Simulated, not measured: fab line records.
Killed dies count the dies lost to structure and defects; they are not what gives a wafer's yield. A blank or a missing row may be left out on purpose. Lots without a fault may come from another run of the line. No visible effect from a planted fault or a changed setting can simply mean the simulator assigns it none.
Matching of chambers    flow nandHarc    cmp-01 running NHARC_P_CONTACT_CMP_24: 4 sister chambers
The step polishes, t overpolish 30 s, target thk 200 nm. 4 wafers are shown with their chamber, then 11 later ones without.

EACH WAFER AND ITS CHAMBER
wafer   chamber  motorCurrentA (A)
L084.5  2        11.1
L085.1  1        13.4
L085.6  3        13.4
L088.1  0        12.3

WAFERS MISSING THEIR CHAMBER
wafer   motorCurrentA (A)
L088.2  13.4
L088.4  10.8
L091.4  13.3
L091.5  11.6
L091.6  13.3
L094.1  13.5
L094.3  11.1
L094.6  13.2
L096.1  11.8
L096.4  13.3
L096.5  13.6

WHICH CHAMBER EACH WENT THROUGH
wafer   from the rows above      in truth
L088.2  can't be placed: 1 or 3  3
L088.4  2                        2
L091.4  can't be placed: 1 or 3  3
L091.5  can't be placed: 2 or 0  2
L091.6  can't be placed: 1 or 3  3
L094.1  can't be placed: 1 or 3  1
L094.3  2                        2
L094.6  can't be placed: 1 or 3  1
L096.1  can't be placed: 0 or 2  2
L096.4  can't be placed: 1 or 3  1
L096.5  can't be placed: 1 or 3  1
Correct placement for 2 of the 11. Not placeable from these rows: 9 (in 9, the candidates include the true chamber). Placed wrongly: 0.
How it was worked out, from the rows above alone: a wafer's distance from a chamber is the root of the sum, over the readings, of the square of ((its reading less the chamber's mean) divided by the reading's scatter). If the next closest chamber is less than 2 further off than the closest, the wafer can't be placed; otherwise it belongs to the closest. The mean given for a chamber averages the wafers shown for that chamber. The scatter: with one shown wafer a chamber, the root of the mean of the squares of how far each hidden wafer lies from its nearest shown one.
